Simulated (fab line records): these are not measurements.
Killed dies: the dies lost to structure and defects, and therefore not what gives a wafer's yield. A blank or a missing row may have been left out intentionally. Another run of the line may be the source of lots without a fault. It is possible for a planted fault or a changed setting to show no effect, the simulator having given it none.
Problem report, 8D (eight disciplines) form, completed by code / flow nand_harc / the parts of the form that need people (team, actions taken, sign-off) are left out

== 1. PROBLEM STATEMENT ==
Mean of time_to_endpoint_s at NHARC_A_CONTACT_CMP_20: 24 s across 4 wafers in 2 lots; on wafers with no fault it is 60 s (standard deviation 3.3). That is -11 standard deviations from the usual mean.
The step: polishes, t overpolish 30 s, target thk 300 nm.
First seen on wafer L461.3, day 27 08:45, on cmp-02. The record has a number at this step for 33 wafers belonging to 11 lots. Rule for "out", or "out of limits": more than 4 standard deviations from the usual mean. Any other wafer with a number is counted as sound.

== 2. WHAT IT IS, AND WHAT IT ISN'T ==
question=which readings at this step | is=time_to_endpoint_s | is not=motor_current_A, overpolish_run_s
question=which lots | is=L461, L463 | is not=L453, L455, L456, L458, L460, L462, L467, L473, L474
question=which wafers of those lots | is=L461.2, L461.3, L463.2, L463.3 | is not=L461.1, L463.5
question=read on which tools | is=cmp-02, cmp-04 | is not=cmp-03
question=when | is=from day 27 08:45 | is not=up to then (19 sound wafers); but 10 sound wafers of L463, L467, L473, L474 came after

== 3. WHAT RULES OUT EACH SUSPECT ==
Counting: if a tool at a process step up to the reading ran every lot that is out, it stays a suspect. Sound lots after the first of them don't rule it out here, since some wafers of a struck lot are sound.
- cvd_w-01 at NHARC_A_CONTACT_CVD_19 (deposits W, target thk 300 nm, time 802 s): kept. Every lot that is out went through it, the first being L461 (day 27 07:52); the last sound lot it ran before that was L462 (day 26 20:07).
- Within cvd_w-01 at NHARC_A_CONTACT_CVD_19: the wafers that are out ran in chamber 0; their sound lot-mates ran in chamber 1.
Remaining after the count: cvd_w-01 at NHARC_A_CONTACT_CVD_19.

== 4. THE CAUSE (what the simulator had put in) ==
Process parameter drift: cvd_w-01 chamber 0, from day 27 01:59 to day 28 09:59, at NHARC_A_CONTACT_CVD_19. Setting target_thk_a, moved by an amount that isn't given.
Only this tool survived the counting.

== 5. SEQUENCE OF EFFECTS, ordered by route ==
Each row: a reading whose mean over the struck wafers that have a number lies more than 3 standard deviations from the usual. Only readings for which the record gives a usual standard deviation are gone through. hours: the time from each lot's start at the first step in this table that gives one to its start at this step, as a median over the lots. sigmas: the change in usual standard deviations.
hours=0; step=NHARC_A_CONTACT_CMP_20; reading=time_to_endpoint_s; usual=60 s; on struck wafers=24; change=-36; sigmas=-11
Here are the process steps it includes:
- NHARC_A_CONTACT_CMP_20: polishes, t overpolish 30 s, target thk 300 nm.
At these later measuring or inspecting steps, every struck wafer for which the step has a row has a number for every such reading, and none has moved that far: NHARC_END_SORT_01.

== 6. WHAT WOULD HAVE CAUGHT IT SOONER ==
In this record no reading fell out of limits until day 27 08:45, 7 hours after the fault had begun at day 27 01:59.
Tool readings at NHARC_A_CONTACT_CVD_19 with a usual standard deviation given in the record: none out on any struck wafer, hence no alarm at a limit of 4 standard deviations on them.
Lots out: 2; of these, L463 started NHARC_A_CONTACT_CVD_19 on cvd_w-01 after day 27 08:45. A tool hold placed at that time would have kept it from harm.
